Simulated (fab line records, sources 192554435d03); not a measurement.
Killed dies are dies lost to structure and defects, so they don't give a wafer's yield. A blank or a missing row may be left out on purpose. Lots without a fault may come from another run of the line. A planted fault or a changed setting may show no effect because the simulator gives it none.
fab line records | flow n5_finfet
record lots=23 wafers=69 last_day=20
route steps=1938 shown BEOL_M3@955 BEOL_M4@1024
lots that met no fault: from a run of the same line without faults
start_h: hours from the record's first day to the start of the lot's first wafer shown | wait_h: hours since the lot's step before | " the same as in the row above | L1.1+2: a row that stands for several wafers | - no value, or no start given | * or withheld: withheld | < > ~ a bound
route shown NAME@n: a module of which the file shows steps, and the number in the route of the first | usual: mean/standard deviation of fault-free wafers | same: alike in all rows | chamber/n: place in a boat | sites: the reading at each site | _std_site: their standard deviation | _edge_site: outer sites' mean less inner sites' | radius_mm: how far each site lies from the wafer's centre | mask NAME#n: copy n | behind: the tool/chamber that last shaped the wafer | hold: why the lot was held/for how many hours/how that ended | device: the transistor (n, p or np) that didn't switch | end of line: the same wafers' tests at the end of the route | a step without rows: its recipe alone | killed: dies lost to structure and defects at the first sort, not the wafer's yield | map: a wafer's dies, x killed, . not, _ none there
set.NAME: the setting as run; set.NAME@STEP: as run at that earlier step | model.NAME: the simulator's own value behind a step, which no gauge read
steps of the route over a sample of lots; a table a step, a row a wafer
services: from which hour (start_h, from the record's first day; less than 0 if before it) a tool's chamber was out of use, for how many hours, and why
## steps
# step N5_BEOL_M3_STRIP_19
# recipe chemistry=O2 power_w=400 temp_c=40 pressure_mtorr=30 rf_frequency_hz=6e+07 bias_power_w=0 overash_fraction=0.2 o2_flow_sccm=225
# usual drypump_motor_current_A=5.9/0.56 o2_flow_sccm=225.0/0.76 oes_product_au=0.80/0.08 rf_vpp_V=3.5/0.44 showerhead_plenum_p_Torr=2.10/0.065 throttle_valve_pct=16.80/0.19
# columns lot.wafer tool chamber start_h wait_h drypump_motor_current_A o2_flow_sccm oes_product_au rf_hours_counter_h rf_vpp_V showerhead_plenum_p_Torr throttle_valve_pct
L074.3 rie_diel-01 1 176.42 0.1 6.3 223.2 0.77 136 3.6 2.11 16.71
L074.4 " 2 " " 6.4 224.8 0.91 14 4.1 2.22 16.72
L074.5 " 3 " " 5.9 225.4 0.99 - 2.6 2.06 16.67
L075.2 rie_diel-03 0 205.81 0.1 5.5 224.0 0.71 198 3.3 2.09 16.96
L075.4 " 2 " " 5.0 224.7 0.75 152 2.8 2.18 16.72
L075.6 " 0 " " 5.5 222.8 0.71 - 3.3 2.09 16.97
L076.1 rie_diel-06 3 206.52 0.3 5.2 224.3 0.80 56 3.1 2.14 16.92
L076.4 " 0 " " 6.4 226.9 0.70 224 3.7 2.17 17.04
L076.6 " 2 " " 6.4 224.6 0.77 - 3.6 2.01 16.71
L077.1 rie_diel-03 3 210.92 0.1 5.4 225.7 0.89 46 3.6 2.13 16.69
L077.2 " 1 " " 6.1 225.2 0.73 159 3.2 2.01 16.36
L077.5 " 1 " " 6.1 224.9 0.74 - 3.2 2.01 16.36
L078.1 rie_diel-06 3 212.61 0.1 5.2 224.0 0.83 58 3.9 2.14 16.92
L078.3 " 1 " " 5.2 225.0 0.68 248 3.2 2.15 16.91
L078.4 " 0 " " 6.4 224.7 0.69 226 4.0 2.17 17.06
L081.1 rie_diel-03 3 226.43 0.1 5.3 226.5 0.87 51 3.6 2.13 16.70
L081.3 " 1 " " 6.1 225.1 0.73 164 3.1 2.01 16.36
L081.4 " 0 " " 5.5 225.1 0.71 206 3.4 2.08 16.98
L080.1 rie_diel-01 3 228.57 0.1 6.0 225.2 0.92 20 4.1 2.06 16.71
L080.2 " 1 " " 6.2 225.7 0.75 156 4.4 2.11 16.75
L080.5 " 2 " " 6.4 225.9 0.87 - 3.4 2.21 16.77
L083.1 rie_diel-01 0 234.18 0.1 6.6 225.3 0.79 108 3.5 2.03 17.03
L083.5 " 2 " " 6.4 224.1 0.88 - 3.6 2.21 16.76
L083.6 " 3 " " 6.0 225.3 0.94 - 3.4 2.05 16.70
L084.3 rie_diel-06 2 235.99 0.1 6.4 224.6 0.76 162 3.5 2.00 16.73
L084.5 " 0 " " 6.4 225.6 0.69 - 3.1 2.16 17.08
L084.6 " 3 " " 5.2 224.2 0.81 - 3.4 2.13 16.94
L085.3 rie_diel-06 0 242.86 0.3 6.4 225.4 0.69 238 3.4 2.16 17.10
L085.4 " 0 " " 6.4 224.6 0.68 - 2.9 2.16 17.09
L085.6 " 3 " " 5.2 225.2 0.80 - 4.1 2.13 16.94
L086.2 rie_diel-01 3 252.62 0.1 6.0 225.6 0.91 27 4.2 2.05 16.72
L086.3 " 0 " " 6.6 226.1 0.78 113 3.4 2.03 17.04
L086.6 " 0 " " 6.6 224.9 0.79 - 3.8 2.03 17.04
L087.3 rie_diel-01 3 255.71 0.1 6.0 225.2 0.90 28 4.0 2.05 16.72
L087.4 " 0 " " 6.7 224.6 0.78 - 3.1 2.03 17.04
L087.6 " 3 " " 6.0 225.2 0.91 - 3.6 2.05 16.71
L092.2 rie_diel-01 1 256.74 0.1 6.3 226.8 0.74 166 3.2 2.10 16.77
L092.3 " 0 " " 6.6 224.5 0.78 115 3.5 2.03 17.03
L092.4 " 0 " " 6.6 225.0 0.78 - 3.5 2.03 17.05
L088.3 rie_diel-03 2 265.90 0.1 5.0 224.7 0.74 171 3.5 2.17 16.75
L088.5 " 3 " " 5.4 225.8 0.86 - 3.4 2.13 16.72
L088.6 " 2 " " 5.0 224.4 0.74 - 4.8 2.17 16.76
L089.2 rie_diel-06 0 269.19 0.2 6.4 224.1 0.68 246 2.9 2.16 17.09
L089.4 " 2 " " 6.4 226.1 0.75 174 4.3 2.00 16.75
L089.5 " 3 " " 5.2 224.4 0.80 - 2.5 2.13 16.98
L090.2 rie_diel-03 0 275.76 0.1 5.6 224.8 0.70 222 3.4 2.08 17.02
L090.4 " 1 " " 6.1 224.3 0.73 178 4.2 2.00 16.39
L090.5 " 1 " " 6.1 225.6 0.72 - 3.5 2.00 16.41
L091.1 rie_diel-01 3 281.05 0.1 6.0 225.5 0.88 36 3.1 2.05 16.71
L091.3 " 0 " " 6.6 224.4 0.78 123 4.3 2.03 17.05
L091.4 " 1 " " 6.3 225.6 0.74 174 3.7 2.10 16.80
L093.3 rie_diel-06 3 292.95 0.1 5.2 224.4 0.79 85 3.3 2.13 16.97
L093.5 " 3 " " 5.2 223.7 0.79 - 4.1 2.13 16.99
L093.6 " 1 " " 5.2 225.7 0.95 - 3.5 2.15 16.48
L095.1 rie_diel-06 3 297.76 0.1 5.2 225.0 0.79 87 2.9 2.13 16.98
L095.4 " 3 " " 5.2 224.5 0.79 - 4.0 2.13 16.98
L095.6 " 2 " " 6.4 224.5 0.75 - 4.1 2.00 16.79
L079.1 rie_diel-06 3 303.00 0.1 5.2 225.6 0.79 90 3.6 2.13 16.97
L079.2 " 2 " " 6.4 224.2 0.75 184 2.8 2.00 16.79
L079.6 " 1 " " 5.2 225.5 0.93 - 2.7 2.15 16.47
L097.1 rie_diel-01 0 307.22 0.1 6.6 224.1 0.76 132 3.8 2.02 17.09
L097.2 " 2 " " 6.4 223.9 0.85 55 3.3 2.21 16.80
L097.6 " 3 " " 6.0 224.5 0.87 - 3.6 2.05 16.74
L096.1 rie_diel-03 0 310.97 0.1 5.5 223.9 0.70 229 3.7 2.08 17.02
L096.3 " 3 " " 5.4 224.8 0.85 74 3.1 2.12 16.76
L096.6 " 3 " " 5.4 225.0 0.85 - 3.6 2.12 16.76
L094.1 rie_diel-06 3 313.17 0.1 5.2 224.6 0.77 93 3.7 2.13 16.99
L094.2 " 0 " " 6.4 225.4 0.94 3 3.7 2.16 16.67
L094.6 " 3 " " 5.2 223.9 0.77 - 3.6 2.13 16.99
# step N5_BEOL_M3_STRIP_36
# recipe chemistry=N2/H2 power_w=450 temp_c=40 pressure_mtorr=20 rf_frequency_hz=6e+07 overash_fraction=0.3 bias_power_w=7 h2_frac=0.5 n2_flow_sccm=200 h2_flow_sccm=200
# usual drypump_motor_current_A=5.9/0.56 oes_product_au=0.78/0.072 rf_vpp_V=59.2/1.4 showerhead_plenum_p_Torr=2.54/0.083 throttle_valve_pct=23.82/0.19
# columns lot.wafer tool chamber start_h wait_h drypump_motor_current_A oes_product_au rf_hours_counter_h rf_vpp_V showerhead_plenum_p_Torr throttle_valve_pct
L074.3 rie_diel-03 3 178.28 0.0 5.4 0.91 33 59.8 2.59 23.77
L074.4 " 0 " " 5.6 0.71 - 57.5 2.52 23.77
L074.5 " 2 " " 5.0 0.76 - 58.2 2.65 23.63
L075.2 rie_diel-01 1 213.11 0.0 6.3 0.75 150 57.6 2.54 23.64
L075.4 " 2 " " 6.4 0.91 28 58.1 2.70 24.02
L075.6 " 2 " " 6.4 0.89 - 61.8 2.70 24.05
L076.1 rie_diel-03 3 213.23 0.0 5.4 0.88 47 59.8 2.59 23.75
L076.4 " 2 " " 5.0 0.75 154 58.4 2.64 23.66
L076.6 " 0 " " 5.5 0.71 - 57.4 2.51 23.80
L077.1 rie_diel-03 3 213.71 0.0 5.3 0.89 47 59.8 2.59 23.76
L077.2 " 1 " " 6.1 0.74 160 56.2 2.43 23.52
L077.5 " 2 " " 5.0 0.75 - 60.6 2.64 23.64
L078.1 rie_diel-06 3 216.39 0.0 5.2 0.82 59 59.6 2.58 24.05
L078.3 " 2 " " 6.5 0.77 154 57.8 2.43 23.81
L078.4 " 0 " " 6.4 0.69 227 57.1 2.61 24.10
L081.1 rie_diel-03 3 230.09 0.0 5.4 0.88 53 59.1 2.58 23.77
L081.3 " 2 " " 5.0 0.75 160 60.6 2.64 23.63
L081.4 " 3 " " 5.4 0.87 - 60.9 2.58 23.76
L080.1 rie_diel-06 3 230.12 0.0 5.3 0.81 66 57.9 2.57 24.07
L080.2 " 2 " " 6.4 0.76 160 58.9 2.43 23.82
L080.5 " 2 " " 6.4 0.76 - 59.9 2.43 23.80
L083.1 rie_diel-06 3 237.60 0.0 5.2 0.80 69 59.8 2.57 24.06
L083.5 " 3 " " 5.2 0.80 - 59.7 2.57 24.07
L083.6 " 0 " " 6.4 0.68 - 57.7 2.61 24.09
L084.3 rie_diel-03 0 243.16 0.0 5.5 0.71 212 56.0 2.51 23.84
L084.5 " 0 " " 5.6 0.71 - 60.7 2.51 23.81
L084.6 " 1 " " 6.1 0.73 - 61.3 2.43 23.53
L085.3 rie_diel-06 2 245.80 0.0 6.5 0.76 166 60.5 2.43 23.81
L085.4 " 3 " " 5.2 0.80 - 58.2 2.57 24.07
L085.6 " 2 " " 6.4 0.75 - 60.0 2.43 23.84
L086.2 rie_diel-01 3 254.36 0.0 6.0 0.90 27 57.9 2.48 23.63
L086.3 " 1 " " 6.3 0.74 165 60.6 2.53 23.69
L086.6 " 3 " " 6.0 0.90 - 57.7 2.48 23.67
L092.2 rie_diel-03 0 259.37 0.0 5.6 0.71 217 58.5 2.51 23.80
L092.3 " 2 " " 5.0 0.74 170 59.2 2.63 23.68
L092.4 " 3 " " 5.3 0.87 63 61.1 2.58 23.77
L088.3 rie_diel-01 1 278.19 0.0 6.3 0.74 173 56.6 2.53 23.70
L088.5 " 2 " " 6.4 0.84 - 58.1 2.69 24.09
L088.6 " 3 " " 6.0 0.88 - 58.9 2.47 23.68
L087.3 rie_diel-06 3 286.89 0.0 5.2 0.79 83 58.5 2.57 24.09
L087.4 " 2 " " 6.4 0.75 - 59.6 2.42 23.82
L087.6 " 0 " " 6.5 0.68 - 58.2 2.60 24.09
L089.2 rie_diel-03 2 292.05 0.0 5.0 0.73 179 59.0 2.63 23.66
L089.4 " 3 " " 5.4 0.84 73 59.3 2.57 23.80
L089.5 " 3 " " 5.4 0.85 - 58.3 2.57 23.78
L090.2 rie_diel-06 2 292.09 0.0 6.4 0.75 179 59.0 2.42 23.84
L090.4 " 3 " " 5.2 0.78 - 58.6 2.56 24.08
L090.5 " 2 " " 6.4 0.75 - 60.3 2.42 23.84
L091.1 rie_diel-01 2 296.43 0.0 6.4 0.84 51 56.6 2.69 24.06
L091.3 " 3 " " 6.0 0.88 41 57.1 2.47 23.66
L091.4 " 1 " " 6.3 0.73 178 57.5 2.52 23.72
L079.1 rie_diel-01 0 313.52 0.0 6.6 0.77 133 60.5 2.44 24.03
L079.2 " 3 " " 6.0 0.88 46 58.9 2.47 23.67
L079.6 " 2 " " 6.4 0.86 - 59.0 2.69 24.09
L093.3 rie_diel-06 0 313.52 0.0 6.4 0.95 3 59.9 2.60 23.83
L093.5 " 2 " " 6.4 0.74 - 57.2 2.42 23.87
L093.6 " 3 " " 5.2 0.78 - 60.6 2.56 24.09
L097.1 rie_diel-01 1 316.50 0.0 6.3 0.72 185 58.1 2.52 23.73
L097.2 " 0 " " 6.6 0.76 134 57.0 2.44 24.01
L097.6 " 0 " " 6.6 0.76 - 61.0 2.44 24.01
L095.1 rie_diel-03 1 331.05 0.0 6.1 0.71 190 58.8 2.42 23.52
L095.4 " 2 " " 5.0 0.73 186 60.9 2.63 23.69
L095.6 " 1 " " 6.2 0.72 - 59.0 2.42 23.56
L096.1 rie_diel-01 0 335.46 0.0 6.6 0.75 139 59.1 2.44 23.99
L096.3 " 1 " " 6.3 0.73 191 57.3 2.52 23.73
L096.6 " 1 " " 6.3 0.73 - 57.7 2.52 23.71
L094.1 rie_diel-03 0 339.97 0.0 5.5 0.69 237 60.2 2.50 23.87
L094.2 " 3 " " 5.3 0.83 83 61.7 2.57 23.80
L094.6 " 0 " " 5.5 0.69 - 57.6 2.50 23.85
# step N5_BEOL_M3_ANNEAL_89
# recipe temp_c=400 time_s=240 ambient=vacuum
# usual heater_power_w=831/71 susceptor_temp_C=399.99/0.2
# same time_s=240
# columns lot.wafer tool chamber start_h wait_h heater_power_w susceptor_temp_C
L074.3 pvd_sputter-01 - 180.58 0.0 923 399.79
L074.4 " - " " 940 399.88
L074.5 " - " " 839 399.62
L075.2 pvd_sputter-02 - 215.16 0.0 779 399.90
L075.4 " - " " 849 400.04
L075.6 " - " " 752 400.13
L076.1 pvd_sputter-03 - 215.49 0.0 752 400.19
L076.4 " - " " 911 399.94
L076.6 " - " " 742 400.16
L077.1 pvd_sputter-01 - 215.86 0.0 937 400.18
L077.2 " - " " 733 400.15
L077.5 " - " " 833 399.95
L078.1 pvd_sputter-01 - 218.94 0.0 930 400.33
L078.3 " - " " 716 399.62
L078.4 " - " " 831 399.92
L080.1 pvd_sputter-02 - 232.20 0.0 778 399.84
L080.2 " - " " 860 399.99
L080.5 " - " " 868 399.65
L081.1 pvd_sputter-01 - 232.32 0.0 917 399.98
L081.3 " - " " 954 400.23
L081.4 " - " " 812 400.07
L083.1 pvd_sputter-03 - 239.70 0.0 737 399.93
L083.5 " - " " 734 400.01
L083.6 " - " " 904 399.95
L084.3 pvd_sputter-01 - 245.08 0.0 838 399.84
L084.5 " - " " 822 399.43
L084.6 " - " " 744 400.07
L085.3 pvd_sputter-02 - 247.94 0.0 848 400.29
L085.4 " - " " 859 399.69
L085.6 " - " " 842 399.57
L086.2 pvd_sputter-02 - 256.53 0.0 877 399.81
L086.3 " - " " 846 400.12
L086.6 " - " " 852 400.01
L092.2 pvd_sputter-01 - 262.07 0.0 823 399.85
L092.3 " - " " 929 400.20
L092.4 " - " " 728 399.96
L088.3 pvd_sputter-02 - 280.86 0.0 749 400.05
L088.5 " - " " 841 399.54
L088.6 " - " " 753 399.75
L087.3 pvd_sputter-02 - 290.97 0.0 824 400.04
L087.4 " - " " 821 400.16
L087.6 " - " " 842 399.91
L090.2 pvd_sputter-03 - 295.67 0.0 868 399.77
L090.4 " - " " 746 399.62
L090.5 " - " " 736 399.74
L089.2 pvd_sputter-02 - 295.81 0.0 835 400.27
L089.4 " - " " 830 400.10
L089.5 " - " " 849 399.92
L091.1 pvd_sputter-03 - 298.57 0.0 755 400.00
L091.3 " - " " 885 400.40
L091.4 " - " " 912 399.98
L093.3 pvd_sputter-02 - 315.54 0.0 879 400.19
L093.5 " - " " 856 400.06
L093.6 " - " " 768 400.13
L079.1 pvd_sputter-03 - 317.04 0.0 757 399.85
L079.2 " - " " 751 400.22
L079.6 " - " " 724 400.06
L097.1 pvd_sputter-03 - 319.46 0.0 741 400.02
L097.2 " - " " 726 400.30
L097.6 " - " " 882 400.18
L095.1 pvd_sputter-02 - 334.27 0.0 801 400.02
L095.4 " - " " 750 399.88
L095.6 " - " " 770 399.57
L096.1 pvd_sputter-01 - 339.85 0.0 739 399.72
L096.3 " - " " 933 399.78
L096.6 " - " " 915 399.76
L094.1 pvd_sputter-01 - 342.47 0.0 813 399.98
L094.2 " - " " 923 400.20
L094.6 " - " " 927 400.30
# step N5_BEOL_M3_SPUTTER_90
# recipe material=Cu target_thk_a=45 temp_c=-20 chamber_pressure_pa=0.07 power_w=withheld time_s=8.29
# usual chuck_sensor_temp_C=-16.2/0.42 substrate_temp_c=-20.02/0.11 susceptor_temp_C=-20.01/0.11 throttle_valve_pct=29.8/1.1
# same time_s=8.29
# columns lot.wafer tool chamber start_h wait_h chuck_sensor_temp_C substrate_temp_c susceptor_temp_C throttle_valve_pct
L074.3 pvd_sputter-01 - 180.72 0.1 -16.0 -19.74 -19.93 30.3
L074.4 " - " " -16.1 -20.00 -20.11 28.7
L074.5 " - " " -16.4 -19.93 -19.96 29.6
L075.2 pvd_sputter-02 - 215.30 0.1 -16.9 -19.87 -19.99 30.1
L075.4 " - " " -15.9 -20.03 -19.95 27.2
L075.6 " - " " -17.1 -19.93 -20.12 29.9
L076.1 pvd_sputter-03 - 215.63 0.1 -16.0 -19.96 -19.95 31.2
L076.4 " - " " -15.8 -20.06 -19.97 30.7
L076.6 " - " " -16.1 -20.03 -20.07 31.1
L077.1 pvd_sputter-01 - 216.00 0.1 -15.9 -20.03 -20.12 28.8
L077.2 " - " " -15.9 -19.75 -20.05 30.6
L077.5 " - " " -16.4 -19.97 -20.10 29.6
L078.1 pvd_sputter-01 - 219.08 0.1 -15.9 -20.05 -19.98 28.6
L078.3 " - " " -16.0 -20.17 -20.17 30.8
L078.4 " - " " -16.4 -19.95 -19.87 29.8
L080.1 pvd_sputter-02 - 232.34 0.1 -16.9 -20.18 -20.19 29.8
L080.2 " - " " -15.9 -20.05 -19.82 30.1
L080.5 " - " " -16.1 -19.98 -19.98 30.3
L081.1 pvd_sputter-01 - 232.46 0.1 -16.0 -20.02 -20.07 30.4
L081.3 " - " " -16.1 -20.14 -20.08 28.5
L081.4 " - " " -16.3 -20.12 -20.11 29.8
L083.1 pvd_sputter-03 - 239.84 0.1 -15.6 -20.14 -20.07 29.6
L083.5 " - " " -16.2 -19.91 -19.99 31.6
L083.6 " - " " -15.8 -20.01 -20.15 30.6
L084.3 pvd_sputter-01 - 245.22 0.1 -16.4 -20.02 -19.93 29.6
L084.5 " - " " -16.4 -19.95 -20.06 29.9
L084.6 " - " " -15.9 -19.90 -19.84 30.7
L085.3 pvd_sputter-02 - 248.08 0.1 -15.8 -19.82 -19.91 30.2
L085.4 " - " " -16.7 -20.23 -20.05 31.0
L085.6 " - " " -15.9 -19.91 -19.86 30.4
L086.2 pvd_sputter-02 - 256.67 0.1 -16.1 -20.07 -20.24 30.4
L086.3 " - " " -16.1 -19.95 -20.03 27.2
L086.6 " - " " -15.8 -19.91 -19.98 27.2
L092.2 pvd_sputter-01 - 262.21 0.1 -16.3 -19.93 -19.89 29.7
L092.3 " - " " -16.0 -20.02 -19.92 30.4
L092.4 " - " " -16.0 -20.15 -19.89 30.6
L088.3 pvd_sputter-02 - 281.00 0.1 -17.0 -19.88 -19.95 30.0
L088.5 " - " " -16.0 -20.21 -20.08 27.3
L088.6 " - " " -16.9 -20.07 -20.14 29.9
L087.3 pvd_sputter-02 - 291.11 0.1 -16.6 -20.13 -20.07 30.7
L087.4 " - " " -15.9 -20.04 -19.92 27.4
L087.6 " - " " -16.0 -20.00 -20.07 27.4
L090.2 pvd_sputter-03 - 295.81 0.1 -16.1 -20.11 -20.00 30.3
L090.4 " - " " -16.0 -19.98 -20.08 31.0
L090.5 " - " " -16.3 -20.05 -19.99 30.8
L089.2 pvd_sputter-02 - 295.95 0.1 -16.5 -20.14 -20.10 30.7
L089.4 " - " " -16.0 -19.97 -20.20 27.0
L089.5 " - " " -15.9 -20.06 -20.07 27.7
L091.1 pvd_sputter-03 - 298.71 0.1 -16.0 -19.95 -20.17 31.0
L091.3 " - " " -16.6 -20.07 -19.73 29.1
L091.4 " - " " -16.0 -20.06 -19.94 30.4
L093.3 pvd_sputter-02 - 315.68 0.1 -16.1 -19.96 -20.05 30.3
L093.5 " - " " -16.0 -20.11 -20.00 30.2
L093.6 " - " " -17.0 -20.15 -20.02 30.1
L079.1 pvd_sputter-03 - 317.18 0.1 -16.0 -20.00 -19.90 31.0
L079.2 " - " " -15.6 -19.88 -19.86 29.7
L079.6 " - " " -16.2 -19.98 -19.97 31.2
L097.1 pvd_sputter-03 - 319.60 0.1 -15.8 -20.22 -20.07 29.8
L097.2 " - " " -16.1 -19.86 -19.94 31.2
L097.6 " - " " -15.9 -20.05 -19.88 30.5
L095.1 pvd_sputter-02 - 334.41 0.1 -16.8 -19.88 -19.80 30.8
L095.4 " - " " -17.1 -20.02 -20.00 29.8
L095.6 " - " " -17.1 -19.96 -20.00 30.1
L096.1 pvd_sputter-01 - 339.99 0.1 -15.7 -20.03 -20.08 30.7
L096.3 " - " " -15.8 -19.94 -20.02 30.6
L096.6 " - " " -15.8 -19.85 -20.07 30.4
L094.1 pvd_sputter-01 - 342.61 0.1 -16.6 -20.01 -20.09 29.7
L094.2 " - " " -16.0 -20.10 -20.08 30.3
L094.6 " - " " -16.0 -20.12 -20.08 30.6
# step N5_BEOL_M3_DEP_57
# recipe material=SiCN target_thk_a=80 temp_c=withheld precursor=3MS/NH3 pressure_torr=3 rf_w=202 time_s=14
# usual showerhead_plenum_p_Torr=3.663/0.012 throttle_valve_pct=8.9/0.36
# same time_s=14
# columns lot.wafer tool chamber start_h wait_h showerhead_plenum_p_Torr throttle_valve_pct
L074.3 pecvd-03 0 182.38 0.0 3.688 9.0
L074.4 " 0 " " 3.682 9.0
L074.5 " 1 " " 3.668 8.9
L075.2 pecvd-01 2 216.95 0.0 3.645 8.2
L075.4 " 0 " " 3.665 8.8
L075.6 " 2 " " 3.651 8.5
L076.1 pecvd-01 2 217.28 0.0 3.654 8.4
L076.4 " 2 " " 3.644 8.5
L076.6 " 0 " " 3.669 9.0
L077.1 pecvd-01 1 217.65 0.0 3.658 9.4
L077.2 " 0 " " 3.663 8.5
L077.5 " 0 " " 3.674 8.9
L078.1 pecvd-03 1 220.83 0.0 3.682 8.9
L078.3 " 0 " " 3.682 8.8
L078.4 " 1 " " 3.679 8.9
L080.1 pecvd-04 2 233.98 0.0 3.655 8.9
L080.2 " 0 " " 3.664 9.1
L080.5 " 2 " " 3.657 8.9
L081.1 pecvd-04 1 234.48 0.0 3.667 9.5
L081.3 " 2 " " 3.666 8.8
L081.4 " 2 " " 3.660 9.0
L083.1 pecvd-03 0 241.60 0.0 3.678 9.3
L083.5 " 0 " " 3.688 9.2
L083.6 " 2 " " 3.648 8.3
L084.3 pecvd-01 1 246.86 0.0 3.661 9.4
L084.5 " 2 " " 3.651 8.8
L084.6 " 1 " " 3.663 9.5
L085.3 pecvd-01 1 251.20 0.0 3.648 9.5
L085.4 " 2 " " 3.645 8.7
L085.6 " 0 " " 3.666 8.6
L086.2 pecvd-03 0 258.31 0.0 3.684 8.9
L086.3 " 1 " " 3.674 9.2
L086.6 " 2 " " 3.657 8.5
L092.2 pecvd-03 2 264.00 0.0 3.648 8.5
L092.3 " 0 " " 3.675 9.1
L092.4 " 2 " " 3.654 8.3
L088.3 pecvd-04 0 282.68 0.0 3.667 9.2
L088.5 " 0 " " 3.660 9.2
L088.6 " 1 " " 3.670 9.4
L087.3 pecvd-03 1 292.76 0.0 3.677 9.0
L087.4 " 2 " " 3.656 8.3
L087.6 " 0 " " 3.678 9.0
L090.2 pecvd-01 1 297.52 0.0 3.643 9.3
L090.4 " 1 " " 3.649 9.3
L090.5 " 2 " " 3.656 8.9
L089.2 pecvd-03 1 297.78 0.0 3.674 8.8
L089.4 " 2 " " 3.652 8.5
L089.5 " 1 " " 3.673 9.0
L091.1 pecvd-03 2 300.41 0.0 3.653 8.5
L091.3 " 1 " " 3.666 8.9
L091.4 " 0 " " 3.683 9.1
L093.3 pecvd-01 2 317.37 0.0 3.654 8.8
L093.5 " 1 " " 3.654 9.6
L093.6 " 2 " " 3.641 8.5
L079.1 pecvd-04 2 318.94 0.0 3.671 8.9
L079.2 " 1 " " 3.662 9.2
L079.6 " 1 " " 3.669 9.4
L097.1 pecvd-01 2 321.25 0.0 3.654 8.7
L097.2 " 1 " " 3.651 9.5
L097.6 " 2 " " 3.643 8.5
L095.1 pecvd-01 2 336.12 0.0 3.657 8.8
L095.4 " 1 " " 3.651 9.1
L095.6 " 2 " " 3.657 8.5
L096.1 pecvd-01 1 341.70 0.0 3.650 9.3
L096.3 " 1 " " 3.654 9.4
L096.6 " 2 " " 3.650 8.5
L094.1 pecvd-01 1 344.36 0.0 3.658 9.4
L094.2 " 0 " " 3.674 8.3
L094.6 " 1 " " 3.649 9.2
# step N5_BEOL_M4_HM_DEP_02
# recipe material=TiN target_thk_a=200 temp_c=25 chamber_pressure_pa=0.49996
# usual substrate_temp_c=25.00/0.11 susceptor_temp_C=25.00/0.1 throttle_valve_pct=29.9/1
# columns lot.wafer tool chamber start_h wait_h substrate_temp_c susceptor_temp_C throttle_valve_pct
L074.3 pvd_sputter-02 - 182.72 0.1 24.81 24.86 30.7
L074.4 " - " " 25.04 25.14 30.3
L074.5 " - " " 25.03 24.85 30.5
L075.2 pvd_sputter-03 - 217.31 0.1 24.84 24.93 31.0
L075.4 " - " " 25.15 25.14 30.6
L075.6 " - " " 24.95 25.04 29.0
L076.1 pvd_sputter-03 - 219.49 1.9 25.07 25.04 31.1
L076.4 " - " " 25.18 25.00 29.2
L076.6 " - " " 25.13 25.03 29.4
L077.1 pvd_sputter-01 - 219.82 1.9 25.06 24.92 29.7
L077.2 " - " " 25.01 24.97 28.9
L077.5 " - " " 24.86 25.13 30.5
L078.1 pvd_sputter-01 - 221.50 0.4 25.03 24.89 30.2
L078.3 " - " " 25.13 24.88 30.6
L078.4 " - " " 25.06 25.12 29.0
L080.1 pvd_sputter-03 - 234.70 0.5 24.91 24.96 31.3
L080.2 " - " " 24.84 24.97 30.8
L080.5 " - " " 24.97 24.95 30.0
L081.1 pvd_sputter-02 - 235.04 0.3 24.73 24.74 27.2
L081.3 " - " " 24.99 24.93 30.4
L081.4 " - " " 24.98 24.76 30.1
L083.1 pvd_sputter-03 - 242.01 0.2 24.97 24.80 30.6
L083.5 " - " " 24.96 24.96 30.8
L083.6 " - " " 24.94 24.90 30.9
L084.3 pvd_sputter-01 - 248.89 1.8 25.06 24.88 30.6
L084.5 " - " " 25.02 25.10 30.0
L084.6 " - " " 25.04 25.15 30.4
L085.3 pvd_sputter-02 - 251.66 0.2 25.01 25.08 30.2
L085.4 " - " " 24.96 24.99 30.1
L085.6 " - " " 25.06 24.95 27.1
L086.2 pvd_sputter-02 - 258.93 0.4 24.92 25.07 27.3
L086.3 " - " " 24.93 25.08 30.5
L086.6 " - " " 24.79 25.05 30.4
L092.2 pvd_sputter-01 - 265.19 0.9 24.97 24.98 30.3
L092.3 " - " " 25.15 24.94 30.6
L092.4 " - " " 24.92 25.11 29.6
L088.3 pvd_sputter-03 - 285.79 2.8 24.97 24.91 29.6
L088.5 " - " " 25.03 25.00 29.2
L088.6 " - " " 25.09 25.00 29.7
L087.3 pvd_sputter-01 - 295.10 2.1 24.87 25.11 30.7
L087.4 " - " " 24.93 25.01 28.9
L087.6 " - " " 24.89 25.07 30.4
L090.2 pvd_sputter-03 - 299.59 1.8 24.98 24.87 29.3
L090.4 " - " " 25.03 24.92 31.0
L090.5 " - " " 24.91 24.80 29.1
L089.2 pvd_sputter-03 - 299.77 1.7 25.05 24.87 30.9
L089.4 " - " " 24.97 24.97 31.2
L089.5 " - " " 25.10 25.04 30.6
L091.1 pvd_sputter-01 - 301.22 0.6 25.10 25.27 29.5
L091.3 " - " " 24.99 24.91 30.4
L091.4 " - " " 24.95 25.02 28.9
L093.3 pvd_sputter-01 - 318.17 0.5 24.86 24.99 28.5
L093.5 " - " " 24.98 25.00 30.4
L093.6 " - " " 24.88 24.97 28.7
L079.1 pvd_sputter-03 - 320.62 1.4 25.16 25.20 29.6
L079.2 " - " " 24.97 24.90 29.0
L079.6 " - " " 24.99 24.90 31.3
L097.1 pvd_sputter-03 - 322.40 0.9 25.06 24.91 29.1
L097.2 " - " " 25.24 24.93 29.5
L097.6 " - " " 24.98 25.02 29.2
L095.1 pvd_sputter-02 - 339.42 3.0 24.95 25.12 31.1
L095.4 " - " " 24.96 25.11 30.2
L095.6 " - " " 24.96 24.99 27.3
L096.1 pvd_sputter-02 - 343.02 1.1 24.95 24.94 30.7
L096.3 " - " " 24.92 24.95 30.3
L096.6 " - " " 24.97 25.04 31.0
L094.1 pvd_sputter-01 - 344.65 0.0 25.04 24.94 30.5
L094.2 " - " " 25.09 24.80 30.0
L094.6 " - " " 25.20 25.02 28.7
## services
# columns tool chamber start_h hours kind
rie_diel-01 3 154.08 - clean
rie_diel-01 3 154.08 - consumable_replace:focus_ring
rie_diel-01 3 154.08 18.9 scheduled_down
rie_diel-01 3 154.08 18.9 vent_cycle
rie_diel-03 1 174.81 17.2 repair
pecvd-01 1 177.48 - calibration
rie_diel-06 0 198.08 6.2 repair
rie_diel-06 1 221.29 - clean
rie_diel-06 1 221.29 - consumable_replace:esc
rie_diel-06 1 221.29 - consumable_replace:focus_ring
rie_diel-06 1 221.29 25.2 scheduled_down
rie_diel-06 1 221.29 25.2 vent_cycle
pecvd-01 - 242.61 1.4 repair
rie_diel-01 2 247.05 9.9 repair
pecvd-01 1 252.95 6.0 repair
pecvd-04 2 280.44 5.3 repair
rie_diel-06 3 281.08 5.0 repair
rie_diel-06 1 284.55 4.9 repair
rie_diel-06 0 289.47 - clean
rie_diel-06 0 289.47 - consumable_replace:focus_ring
rie_diel-06 0 289.47 12.7 scheduled_down
rie_diel-06 0 289.47 12.7 vent_cycle
rie_diel-03 - 293.56 16.0 repair
pecvd-01 0 309.09 - clean
## key
fault none
